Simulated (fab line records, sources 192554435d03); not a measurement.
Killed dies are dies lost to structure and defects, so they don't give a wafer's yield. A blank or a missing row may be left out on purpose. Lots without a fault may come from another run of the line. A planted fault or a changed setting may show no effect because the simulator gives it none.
A struck lot beside a sound one | flow n5_finfet | 37 steps out of a route of 1938
Sound: wafers L876.1, L876.3, L876.5. Struck: wafers L881.2, L881.4, L881.6. The cause comes at the end.
At each step with rows: each side's tool, then ch and its chambers, then its first start. Under that, the readings that differ: sound wafers | struck wafers | difference of the means | sigmas: that difference in standard deviations of wafers without a fault.
alike: readings whose means differ by less than 2 such deviations, and words and numbers that are the same on both sides. not compared: withheld readings, readings that some wafer has no value for, bounds like >300 that may hide the same value, and numbers for which the record gives no deviation and whose values overlap.
The two part at a step that has a row with sigmas, a row that says differs or no value, or rows on one side only. Numbers that don't overlap but have no deviation are shown without sigmas and don't part them. A reading that every wafer of one side lacks parts them only if that side has two wafers or more.

first, 11 steps without rows for these wafers: N5_BEOL_M7_PRECLEAN_42 (cleans in residue remover, time 60 s); N5_BEOL_M7_SRD_43 (time 30 s); N5_BEOL_M7_CURE_75 (cures SiCOH lowk, time 120 s); N5_BEOL_M7_DEGAS_44 (time 60 s); N5_BEOL_M7_PRE_CLEAN_45 (time 30 s); N5_BEOL_M7_ALD_77 (deposits TaN, target thk 2 nm, pulse time 2 s, purge time 3 s); N5_BEOL_M7_SURFACE_TREAT_79; N5_BEOL_M7_CVD_78 (deposits Co from CCTBA/H2, target thk 2 nm, time 142.3 s); N5_BEOL_M7_SPUTTER_48 (material Cu, target thk 10 nm, time 1.667 s); N5_BEOL_M7_ECD_50 (material Cu, target thk 300 nm); N5_BEOL_M7_ANNEAL_51 (time 90 s).
N5_BEOL_M7_CMP_52: polishes, stops on SiCOH lowk, t overpolish 6.9 s, target thk 80 nm.
  sound on cmp-03 ch 0,2,3, day 11 08:23; struck on cmp-03 ch 1,2,3, day 13 04:59
  alike: barrier_field_endpoint_s, clearing_platen_rpm, motor_current_A, overpolish_run_s, platen_rpm, time_to_endpoint_s
  not compared: pad_life_wafers
then, 2 steps without rows for these wafers: N5_BEOL_M7_PRE_CLEAN_55 (time 15 s); N5_BEOL_M7_DEP_56 (deposits SiCN from 3MS/NH3, target thk 10 nm, time 17.5 s).
N5_BEOL_M7_INSPECT_58: inspects for defects (darkfield).
  sound on defect_inspect-02, day 11 08:48; struck on defect_inspect-01, day 13 05:24
  reading          | sound    | struck      | difference | sigmas
  raw_defect_count | 27 17 39 | 697 743 752 | +703       | +26
then, 12 steps without rows for these wafers: N5_BEOL_M8_ILD_DEP_00 (deposits SiCOH lowk from DEMS/porogen, target thk 179.75 nm, time 33.4 s); N5_BEOL_M8_CURE_74 (cures SiCOH lowk, time 240 s); N5_BEOL_M8_PECVD_70 (deposits SiO2 from TEOS/O2, target thk 20 nm, time 22.7 s); N5_BEOL_M8_HM_DEP_02 (deposits TiN, target thk 20 nm); N5_BEOL_M8_COAT_59 (time 60 s, resist thk 100 nm); N5_BEOL_M8_COAT_60 (time 60 s, resist thk 35 nm); N5_BEOL_M8_COAT_05 (resist thk 90 nm); N5_BEOL_M8_EBR_07; N5_BEOL_M8_SOFTBAKE_06 (time 60 s); N5_BEOL_M8_EXPOSE_08 (exposes mask M8); N5_BEOL_M8_PEB_09 (peb time 60 s); N5_BEOL_M8_DEVELOP_10 (develop time 30 s).
N5_BEOL_M8_INSPECT_13: inspects for defects (brightfield).
  sound on defect_inspect-01, day 11 10:26; struck on defect_inspect-01, day 13 07:51
  reading          | sound       | struck        | difference | sigmas
  raw_defect_count | 583 681 648 | 922 1263 1018 | +430       | +4
then, 7 steps without rows for these wafers: N5_BEOL_M8_DESCUM_16 (chemistry O2, time 7.9 s); N5_BEOL_M8_ETCH_61 (etches SiARC in CF4, target depth 45.5 nm, time 75.8 s); N5_BEOL_M8_ETCH_62 (etches SOC in N2/H2, target depth 110 nm, overetch 22 nm, time 165 s); N5_BEOL_M8_STRIP_68 (strips in N2/H2); N5_BEOL_M8_STRIP_67 (strips in CF4); N5_BEOL_M8_HM_OPEN_17 (chemistry Cl2/BCl3, target TiN, target depth 20 nm, overetch 6 nm); N5_BEOL_M8_STRIP_19 (strips in O2).
N5_BEOL_M8_INSPECT_30: inspects for defects (brightfield).
  sound on defect_inspect-02, day 11 12:32; struck on defect_inspect-01, day 13 09:49
  reading          | sound       | struck        | difference | sigmas
  raw_defect_count | 519 644 581 | 925 1267 1002 | +483       | +4
-- the record jumps here: 3 days lie between the struck wafers' starts before and after (it left off in module BEOL_M8 and takes up again in module PASSIVATION, whose first step shown is number 1936 of the route) --
N5_PASSIVATION_PROBE_49:
  the record has rows for the struck wafers here (prober-01, day 16 11:45) and none for the sound ones

WHERE THEY PART
First at N5_BEOL_M7_INSPECT_58; last, within this record, at N5_PASSIVATION_PROBE_49.

WHY: what the simulator had put in
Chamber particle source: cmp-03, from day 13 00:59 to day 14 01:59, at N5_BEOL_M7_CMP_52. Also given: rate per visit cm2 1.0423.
